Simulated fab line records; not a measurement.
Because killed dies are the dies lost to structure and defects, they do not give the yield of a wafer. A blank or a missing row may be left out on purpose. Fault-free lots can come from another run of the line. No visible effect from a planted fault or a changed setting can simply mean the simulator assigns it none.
What tool caused it? :: flow n5-finfet :: 14 lots, 42 wafers sampled, at 4 steps of a route of 1938

WHAT THE GAUGES SHOWED, per wafer
N5_SD_EPI_P_INSPECT_26: inspects for defects (darkfield). Usual: 165 for raw-defect-count, sd 33.
lot: L784
measured: day 4 01:35
on: defect-inspect-02
raw-defect-count: 162 167 162
flag: 

lot: L785
measured: day 4 06:25
on: defect-inspect-01
raw-defect-count: 132 133 131
flag: 

lot: L786
measured: day 4 11:40
on: defect-inspect-01
raw-defect-count: 137 169 145
flag: 

lot: L787
measured: day 4 17:06
on: defect-inspect-01
raw-defect-count: 148 162 99
flag: 

lot: L788
measured: day 4 22:13
on: defect-inspect-01
raw-defect-count: 230 125 120
flag: 

lot: L789
measured: day 5 06:34
on: defect-inspect-02
raw-defect-count: 189 165 127
flag: 

lot: L790
measured: day 5 11:02
on: defect-inspect-02
raw-defect-count: 246 185 171
flag: 

lot: L792
measured: day 6 01:54
on: defect-inspect-02
raw-defect-count: 187 136 169
flag: 

lot: L795
measured: day 6 16:55
on: defect-inspect-01
raw-defect-count: 160 121 123
flag: 

lot: L796
measured: day 6 22:34
on: defect-inspect-01
raw-defect-count: 103 154 131
flag: 

lot: L797
measured: day 7 04:56
on: defect-inspect-01
raw-defect-count: 171 164 160
flag: 

lot: L800
measured: day 7 22:20
on: defect-inspect-01
raw-defect-count: 210 179 250
flag: 

lot: L803
measured: day 8 17:01
on: defect-inspect-02
raw-defect-count: 199 218 159
flag: 

lot: L805
measured: day 9 04:30
on: defect-inspect-01
raw-defect-count: 194 131 186
flag: 

N5_SDB_OVL_MEAS_12. Usual: SDB_OVL gives 0.2 nm (standard deviation 0.85).
lot: L784
measured: day 4 09:01
on: overlay-02
SDB_OVL (nm): -0.6 0.6 0.7
flag: 

lot: L785
measured: day 4 13:50
on: overlay-01
SDB_OVL (nm): 1.6 1.0 -0.8
flag: 

lot: L786
measured: day 4 19:12
on: overlay-01
SDB_OVL (nm): 0.4 -0.2 0.0
flag: 

lot: L787
measured: day 5 00:46
on: overlay-02
SDB_OVL (nm): 0.3 1.2 0.3
flag: 

lot: L788
measured: day 5 06:11
on: overlay-02
SDB_OVL (nm): -0.4 0.7 0.6
flag: 

lot: L789
measured: day 5 14:05
on: overlay-02
SDB_OVL (nm): -1.0 0.1 -0.7
flag: 

lot: L790
measured: day 5 19:04
on: overlay-02
SDB_OVL (nm): 1.5 1.1 -2.2
flag: 

lot: L792
measured: day 6 09:19
on: overlay-02
SDB_OVL (nm): 0.9 1.4 0.8
flag: 

lot: L795
measured: day 7 00:33
on: overlay-01
SDB_OVL (nm): -1.3 0.4 0.7
flag: 

lot: L796
measured: day 7 06:10
on: overlay-02
SDB_OVL (nm): 0.1 0.3 -0.2
flag: 

lot: L797
measured: day 7 12:28
on: overlay-01
SDB_OVL (nm): 0.5 -0.5 0.3
flag: 

lot: L800
measured: day 8 05:56
on: overlay-01
SDB_OVL (nm): -0.4 1.2 0.8
flag: 

lot: L803
measured: day 9 00:59
on: overlay-02
SDB_OVL (nm): - - -
flag: OFF

lot: L805
measured: day 9 12:23
on: overlay-02
SDB_OVL (nm): - - -
flag: OFF

WHAT TOOL EACH LOT RAN ON (gives the tool, then ch and the chambers of the sampled wafers, and finally the start)
lot: L784
N5_ILD0_CMP_12: cmp-02 ch 0,1, day 4 08:18
N5_SDB_DEVELOP_10: litho-track-01 ch 0, day 4 08:55

lot: L785
N5_ILD0_CMP_12: cmp-02 ch 1,2,3, day 4 13:10
N5_SDB_DEVELOP_10: litho-track-03 ch 0, day 4 13:46

lot: L786
N5_ILD0_CMP_12: cmp-03 ch 0,1, day 4 18:24
N5_SDB_DEVELOP_10: litho-track-03 ch 0, day 4 19:07

lot: L787
N5_ILD0_CMP_12: cmp-02 ch 0,2,3, day 5 00:04
N5_SDB_DEVELOP_10: litho-track-01 ch 0, day 5 00:41

lot: L788
N5_ILD0_CMP_12: cmp-01 ch 0,1,3, day 5 05:20
N5_SDB_DEVELOP_10: litho-track-02 ch 0, day 5 06:05

lot: L789
N5_ILD0_CMP_12: cmp-01 ch 0,1,2, day 5 13:25
N5_SDB_DEVELOP_10: litho-track-02 ch 0, day 5 14:00

lot: L790
N5_ILD0_CMP_12: cmp-02 ch 0,1,3, day 5 18:12
N5_SDB_DEVELOP_10: litho-track-02 ch 0, day 5 18:59

lot: L792
N5_ILD0_CMP_12: cmp-01 ch 1,2,3, day 6 08:37
N5_SDB_DEVELOP_10: litho-track-03 ch 0, day 6 09:14

lot: L795
N5_ILD0_CMP_12: cmp-02 ch 1,2,3, day 6 23:47
N5_SDB_DEVELOP_10: litho-track-02 ch 0, day 7 00:28

lot: L796
N5_ILD0_CMP_12: cmp-02 ch 2,3, day 7 05:28
N5_SDB_DEVELOP_10: litho-track-01 ch 0, day 7 06:05

lot: L797
N5_ILD0_CMP_12: cmp-02 ch 1,2,3, day 7 11:45
N5_SDB_DEVELOP_10: litho-track-02 ch 0, day 7 12:23

lot: L800
N5_ILD0_CMP_12: cmp-01 ch 0,1,3, day 8 05:18
N5_SDB_DEVELOP_10: litho-track-03 ch 0, day 8 05:51

lot: L803
N5_ILD0_CMP_12: cmp-02 ch 1,2, day 9 00:09
N5_SDB_DEVELOP_10: litho-track-01, day 9 00:53

lot: L805
N5_ILD0_CMP_12: cmp-01 ch 1,2, day 9 11:33
N5_SDB_DEVELOP_10: litho-track-03, day 9 12:18
- N5_ILD0_CMP_12: polishes SiNx, stops on poly-Si, t overpolish 6 s, target thk 17.67 nm.
- N5_SDB_DEVELOP_10: develop time 30 s.

WHAT THE TOOLS THEMSELVES READ (means of the sampled wafers that have a number; where no wafer has one, the mark that the record gives instead)
N5_ILD0_CMP_12. Usual: motor-current-A 9.2 A, standard deviation 0.77; overpolish-run-s 5.999 s, standard deviation 0.0089; time-to-endpoint-s 29.4 s, standard deviation 2.5.
lot: L784
tool: cmp-02
motor-current-A (A): 9.1
overpolish-run-s (s): 6.000
time-to-endpoint-s (s): 28.5
flag: 

lot: L785
tool: cmp-02
motor-current-A (A): 8.6
overpolish-run-s (s): 5.999
time-to-endpoint-s (s): 29.5
flag: 

lot: L786
tool: cmp-03
motor-current-A (A): 9.3
overpolish-run-s (s): 5.999
time-to-endpoint-s (s): 25.2
flag: 

lot: L787
tool: cmp-02
motor-current-A (A): 9.0
overpolish-run-s (s): 5.998
time-to-endpoint-s (s): 29.4
flag: 

lot: L788
tool: cmp-01
motor-current-A (A): 9.0
overpolish-run-s (s): 5.999
time-to-endpoint-s (s): 31.0
flag: 

lot: L789
tool: cmp-01
motor-current-A (A): 9.7
overpolish-run-s (s): 5.997
time-to-endpoint-s (s): 32.3
flag: 

lot: L790
tool: cmp-02
motor-current-A (A): 9.3
overpolish-run-s (s): 5.999
time-to-endpoint-s (s): 30.9
flag: 

lot: L792
tool: cmp-01
motor-current-A (A): 9.0
overpolish-run-s (s): 5.997
time-to-endpoint-s (s): 32.0
flag: 

lot: L795
tool: cmp-02
motor-current-A (A): 9.2
overpolish-run-s (s): 6.005
time-to-endpoint-s (s): 32.1
flag: 

lot: L796
tool: cmp-02
motor-current-A (A): 9.1
overpolish-run-s (s): 5.994
time-to-endpoint-s (s): 33.3
flag: 

lot: L797
tool: cmp-02
motor-current-A (A): 8.8
overpolish-run-s (s): 5.998
time-to-endpoint-s (s): 29.5
flag: 

lot: L800
tool: cmp-01
motor-current-A (A): 9.2
overpolish-run-s (s): 5.998
time-to-endpoint-s (s): 27.0
flag: 

lot: L803
tool: cmp-02
motor-current-A (A): 8.5
overpolish-run-s (s): 6.012
time-to-endpoint-s (s): 26.8
flag: 

lot: L805
tool: cmp-01
motor-current-A (A): 9.4
overpolish-run-s (s): 5.993
time-to-endpoint-s (s): 28.3
flag: 

N5_SDB_DEVELOP_10. Usual: 22.97 C for chill-plate-temp-C, sd 0.1.
lot: L784
tool: litho-track-01
chill-plate-temp-C (C): 22.96
flag: 

lot: L785
tool: litho-track-03
chill-plate-temp-C (C): 23.09
flag: 

lot: L786
tool: litho-track-03
chill-plate-temp-C (C): 22.90
flag: 

lot: L787
tool: litho-track-01
chill-plate-temp-C (C): 22.86
flag: 

lot: L788
tool: litho-track-02
chill-plate-temp-C (C): 23.03
flag: 

lot: L789
tool: litho-track-02
chill-plate-temp-C (C): 22.84
flag: 

lot: L790
tool: litho-track-02
chill-plate-temp-C (C): 22.88
flag: 

lot: L792
tool: litho-track-03
chill-plate-temp-C (C): 22.96
flag: 

lot: L795
tool: litho-track-02
chill-plate-temp-C (C): 23.19
flag: 

lot: L796
tool: litho-track-01
chill-plate-temp-C (C): 22.97
flag: 

lot: L797
tool: litho-track-02
chill-plate-temp-C (C): 22.90
flag: 

lot: L800
tool: litho-track-03
chill-plate-temp-C (C): 23.05
flag: 

lot: L803
tool: litho-track-01
chill-plate-temp-C (C): -
flag: OFF

lot: L805
tool: litho-track-03
chill-plate-temp-C (C): -
flag: OFF

THE ANSWER, worked out from the rows above alone
Rule: a lot is off if the mean of its wafers that have a number lies more than 3 standard deviations from the usual mean. Also off: a lot with no number at a reading for which 4 or more lots have one. Any other lot the step has rows for is counted as sound. Order of review: gauges by route order, followed by the tools' own readings, for which a lot's mean as printed above is used. The first step at which some lot is off is used, and at that step the reading that is off furthest; a lot without a number counts as furthest.
Off: L803, L805, seen at N5_SDB_OVL_MEAS_12 (SDB_OVL). Without a number there: L803, L805.
A tool fits if, at a process step before that reading, it ran every lot that is off, and no sound lot after the first of them. The gauges at N5_SDB_OVL_MEAS_12 aren't tried: what is off there is off at N5_SDB_DEVELOP_10 too, on other tools, and a gauge's error can't cause that. Of those tried, none fits.

WHAT THE SIMULATOR HAD INSERTED
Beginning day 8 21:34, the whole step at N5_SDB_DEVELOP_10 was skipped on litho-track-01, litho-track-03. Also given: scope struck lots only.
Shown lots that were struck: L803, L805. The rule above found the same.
